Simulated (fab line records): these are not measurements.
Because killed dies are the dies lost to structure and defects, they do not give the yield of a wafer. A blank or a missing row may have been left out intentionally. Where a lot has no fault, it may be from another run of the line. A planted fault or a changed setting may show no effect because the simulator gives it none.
One fault through the eyes of 2 desks -- flow n5Finfet -- each desk holds nothing but its own numbers, with what lay behind them at the end

== FROM THE METROLOGY DESK ==
Lot by lot, what the gauges showed, no matter which tool ran the lot: averages of those sampled wafers that carry a number. If a lot's mean is further than 4 standard deviations from the usual mean, the lot is out of limits and carries the mark OUT (the distance appears in the brackets). Shown here are 7 of its 10 readings, the ones lying furthest out on some lot.
Columns: A = DIBL_P at N5_BEOL_M4_RC_MEAS_101, usual 36.3 mV/V; B = IOFF_N at N5_BEOL_M4_RC_MEAS_101, usual 0.16 nA/um; C = IOFF_P at N5_BEOL_M4_RC_MEAS_101, usual 0.21 nA/um; D = ION_N at N5_BEOL_M4_RC_MEAS_101, usual 678 uA/um; E = ION_P at N5_BEOL_M4_RC_MEAS_101, usual 465 uA/um; F = VT_N at N5_BEOL_M4_RC_MEAS_101, usual 249 mV; G = VT_P at N5_BEOL_M4_RC_MEAS_101, usual -250.0 mV
lot,first seen here,A,B,C,D,E,F,G
L715,day 7 18:09,35.0,0.14,0.23,659,468,254,-245.4
L717,day 8 23:31,36.6,0.16,0.20,674,458,252,-252.4
L720,day 9 06:07,37.4,0.16,0.21,679,465,252,-253.0
L722,day 9 07:47,34.3,0.13,0.19,664,464,252,-250.5
L723,day 10 17:14,38.7,0.17,0.19,673,454,251,-253.6
L725,day 10 22:55,35.1,0.15,0.21,682,465,247,-249.9
L726,day 11 15:52,35.2,0.15,0.22,669,462,251,-249.1
L727,day 11 16:26,40.2,0.24,0.30,701,480,244,-246.4
L729,day 12 04:50,36.4,0.18,0.23,680,467,249,-247.6
L731,day 12 19:57,34.1,0.13,0.16,668,456,250,-255.4
This desk found nothing out of limits on any of the 10 lots.

== THE TOOL OWNER'S DESK: aldSin-01 ==
The tool's own readings at N5_BEOL_M0_SAQP_SPACER1_ALD_98 (deposits SiO2, target thk 12.8 nm, pulse time 1 s, purge time 2 s): means of the sampled wafers that have a number, for each lot that ran on this tool. If a lot's mean is further than 4 standard deviations from the usual mean, the lot is out of limits and carries the mark OUT (the distance appears in the brackets).
Columns: A = heaterPowerW at N5_BEOL_M0_SAQP_SPACER1_ALD_98, usual 477 W; B = precursorPulseHeightRel at N5_BEOL_M0_SAQP_SPACER1_ALD_98, usual 0.998; C = susceptorTempC at N5_BEOL_M0_SAQP_SPACER1_ALD_98, usual 299.99 C
lot,first seen here,A,B,C
L722,day 7 06:44,495,0.978,300.02
L725,day 8 05:48,494,1.000,300.10
L727,day 8 14:22,441,0.976,299.83
L729,day 9 01:09,514,1.002,304.17 (+22) OUT
L731,day 9 13:39,515,1.019,304.02 (+21) OUT
This desk finds L729, L731 out of limits, L729 being first, at day 9 01:09 (susceptorTempC at N5_BEOL_M0_SAQP_SPACER1_ALD_98). Within limits: L722, L725, L727.

== PUT TOGETHER ==
On L729, L731, at day 9 01:09, an alarm was possible from the tool owner's desk.
Nothing out of limits was seen by the metrology desk.
The metrology desk has L729, L731 on record, within its limits.
The lots listed all ran N5_BEOL_M0_SAQP_SPACER1_ALD_98 on aldSin-01.

== WHAT WAS PUT IN BY THE SIMULATOR ==
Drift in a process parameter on aldSin-01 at N5_BEOL_M0_SAQP_SPACER1_ALD_98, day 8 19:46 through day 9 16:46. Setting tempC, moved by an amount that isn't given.
Lots struck among those shown: L729, L731.
Each desk's first reading out of limits, in hours after the fault started: the tool owner's desk, 5.
